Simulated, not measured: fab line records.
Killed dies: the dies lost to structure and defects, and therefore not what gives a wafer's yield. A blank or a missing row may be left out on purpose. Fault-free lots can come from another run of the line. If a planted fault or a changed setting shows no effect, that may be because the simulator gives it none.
Matching of chambers | flow n5-finfet | 4 sister chambers for N5_FIN_SAQP_DESCUM_21 on rie-diel-06
The step chemistry O2, time 7.9 s. 7 wafers are shown with their chamber, then 8 later ones without.

== WAFERS PAIRED WITH THEIR CHAMBERS ==
wafer  | chamber | drypump-motor-current-A (A) | showerhead-plenum-p-Torr (Torr)
L077.6 | 1       | 5.63                        | 2.06
L079.4 | 0       | 5.58                        | 2.23
L085.2 | 2       | 5.76                        | 2.23
L089.2 | 0       | 5.60                        | 2.22
L089.4 | 1       | 5.62                        | 2.05
L089.5 | 3       | 5.25                        | 2.14
L092.4 | 3       | 5.27                        | 2.13

== WAFERS MISSING THEIR CHAMBER ==
wafer  | drypump-motor-current-A (A) | showerhead-plenum-p-Torr (Torr)
L092.5 | 5.62                        | 2.04
L092.6 | 5.73                        | 2.22
L094.1 | 5.62                        | 2.04
L094.2 | 5.75                        | 2.22
L094.3 | 5.25                        | 2.13
L097.1 | 5.61                        | 2.04
L097.5 | 5.26                        | 2.13
L097.6 | 5.73                        | 2.22

== WHICH CHAMBER EACH ONE RAN IN ==
wafer  | from the rows above | in truth
L092.5 | 1                   | 1
L092.6 | 2                   | 2
L094.1 | 1                   | 1
L094.2 | 2                   | 2
L094.3 | 3                   | 3
L097.1 | 1                   | 1
L097.5 | 3                   | 3
L097.6 | 2                   | 2
Correctly placed: 8 of 8. Number that these rows cannot place: 0. Placed wrongly: 0.
How it was worked out, from the rows above alone: a wafer's distance from a chamber is the root of the sum, over the readings, of the square of ((its reading less the chamber's mean) divided by the reading's scatter). If the next closest chamber is less than 2 further off than the closest, the wafer can't be placed; otherwise it belongs to the closest. The mean given for a chamber averages the wafers shown for that chamber. The scatter: take each reading less its chamber's mean, square it, sum over the shown wafers, divide by the number of wafers less the number of chambers, and take the root.
